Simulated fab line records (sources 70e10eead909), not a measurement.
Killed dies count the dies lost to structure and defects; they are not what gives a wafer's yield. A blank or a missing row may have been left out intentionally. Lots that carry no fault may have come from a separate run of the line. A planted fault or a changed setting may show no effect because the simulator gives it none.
Matching of chambers    flow nand_harc    NHARC_A_BONDPAD_STRIP_15 on rie_diel-07: 4 sister chambers
The step strips in O2. 22 wafers are shown with their chamber, then 11 later ones without.

== WAFERS WITH THEIR CHAMBER ==
wafer   chamber  showerhead_plenum_p_Torr (Torr)  oes_product_au (a.u.)  rf_vpp_V (V)
L074.2  2        3.59                             0.992                  57.8
L074.3  3        3.35                             0.998                  55.6
L074.6  1        3.51                             0.999                  56.9
L075.2  0        3.68                             0.989                  58.4
L075.4  2        3.59                             0.979                  58.6
L075.5  0        3.68                             0.996                  58.3
L079.2  1        3.51                             0.997                  57.1
L079.3  0        3.68                             1.002                  58.0
L079.5  1        3.51                             0.993                  56.0
L081.1  1        3.51                             1.002                  57.7
L081.3  3        3.34                             1.003                  58.3
L081.5  0        3.68                             1.004                  57.7
L080.3  3        3.34                             1.007                  58.5
L080.5  0        3.68                             0.995                  56.9
L080.6  3        3.34                             0.999                  56.8
L083.2  1        3.51                             0.999                  56.6
L083.5  1        3.51                             1.010                  56.0
L083.6  2        3.59                             1.001                  57.0
L082.4  0        3.68                             0.997                  57.5
L082.5  2        3.59                             0.999                  57.1
L082.6  1        3.51                             1.005                  57.9
L088.2  0        3.68                             0.998                  58.7

SIGNATURES, as means of the wafers listed above
reading                   chamber 0  chamber 1  chamber 2  chamber 3  scatter within a chamber
showerhead_plenum_p_Torr  3.6800     3.5100     3.5900     3.3425     0.00204
oes_product_au            0.99729    1.00071    0.99275    1.00175    0.00613
rf_vpp_V                  57.929     56.886     57.625     57.300     0.846
Rule: a wafer's distance from a chamber is the root of the sum, over the readings, of the square of ((its reading less the chamber's mean) divided by the reading's scatter). The wafer belongs to the nearest chamber; if the next one is less than 2 further off, it can't be placed. How the scatter is found: for the shown wafers, subtract from each reading the mean of its chamber, square and add these, divide the total by (wafers less chambers), then take the root.

== WAFERS WITH NO CHAMBER GIVEN ==
wafer   showerhead_plenum_p_Torr (Torr)  oes_product_au (a.u.)  rf_vpp_V (V)
L088.4  3.34                             1.005                  57.7
L088.5  3.51                             1.002                  55.8
L090.1  3.59                             0.998                  56.5
L090.2  3.34                             1.002                  57.1
L090.3  3.51                             0.993                  55.9
L093.2  3.51                             0.996                  58.5
L093.3  3.59                             0.998                  57.4
L093.4  3.34                             0.998                  56.7
L094.2  3.68                             0.997                  57.9
L094.4  3.68                             0.995                  59.3
L094.5  3.59                             0.998                  57.9

== WHICH CHAMBER EACH ONE RAN IN ==
wafer   from the rows above  in truth
L088.4  3                    3
L088.5  1                    1
L090.1  2                    2
L090.2  3                    3
L090.3  1                    1
L093.2  1                    1
L093.3  2                    2
L093.4  3                    3
L094.2  0                    0
L094.4  0                    0
L094.5  2                    2
Correctly placed: 11 of 11. Number that these rows cannot place: 0. 0 placed wrongly.
